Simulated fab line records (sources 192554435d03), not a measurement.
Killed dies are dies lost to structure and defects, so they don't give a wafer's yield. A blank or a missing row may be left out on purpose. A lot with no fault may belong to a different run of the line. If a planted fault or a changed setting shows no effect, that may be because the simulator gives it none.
Matching of chambers + flow n5-finfet + N5_MOL_CONTACT_COAG_ALD_27 on ald-sin-03 has 4 sister chambers
The step deposits SiOC, target thk 17 nm, pulse time 1.5 s, time 2720 s. 8 wafers are shown with their chamber, then 10 later ones without.

== EACH WAFER AND ITS CHAMBER ==
| wafer  | chamber | heater-power-w (W) | precursor-pulse-height-rel |
|--------|---------|--------------------|----------------------------|
| L075.6 | 1       | 845                | 1.001                      |
| L083.1 | 1       | 829                | 0.988                      |
| L084.2 | 0       | 787                | 0.973                      |
| L090.1 | 3       | 719                | 0.981                      |
| L090.2 | 2       | 827                | 0.985                      |
| L090.4 | 0       | 777                | 0.984                      |
| L091.1 | 3       | 721                | 0.994                      |
| L091.3 | 2       | 838                | 1.007                      |

== WAFERS WITH NO CHAMBER GIVEN ==
| wafer  | heater-power-w (W) | precursor-pulse-height-rel |
|--------|--------------------|----------------------------|
| L091.6 | 842                | 0.994                      |
| L094.1 | 824                | 0.993                      |
| L094.2 | 877                | 1.000                      |
| L094.3 | 819                | 0.997                      |
| L094.4 | 712                | 1.014                      |
| L094.5 | 842                | 1.000                      |
| L094.6 | 800                | 1.016                      |
| L096.3 | 721                | 0.992                      |
| L096.5 | 717                | 1.029                      |
| L096.6 | 820                | 0.996                      |

== WHICH CHAMBER EACH ONE RAN IN ==
| wafer  | from the rows above          | in truth |
|--------|------------------------------|----------|
| L091.6 | can't be placed: 1 or 2      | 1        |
| L094.1 | can't be placed: 2 or 1      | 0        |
| L094.2 | can't be placed: 1 or 2      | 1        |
| L094.3 | can't be placed: 2 or 1      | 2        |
| L094.4 | 3                            | 3        |
| L094.5 | can't be placed: 1 or 2      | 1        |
| L094.6 | can't be placed: 0 or 2 or 1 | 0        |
| L096.3 | 3                            | 3        |
| L096.5 | 3                            | 3        |
| L096.6 | can't be placed: 2 or 1      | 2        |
Correct placement for 3 of the 10. Not placeable from these rows: 7 (in 6, the candidates include the true chamber). Number placed wrongly: 0.
How it was worked out, from the rows above alone: a wafer's distance from a chamber is the root of the sum, over the readings, of the square of ((its reading less the chamber's mean) divided by the reading's scatter). The wafer belongs to the nearest chamber; if the next one is less than 2 further off, it can't be placed. Each chamber's mean is taken over the wafers shown for it. The scatter: take each reading less its chamber's mean, square it, sum over the shown wafers, divide by the number of wafers less the number of chambers, and take the root.
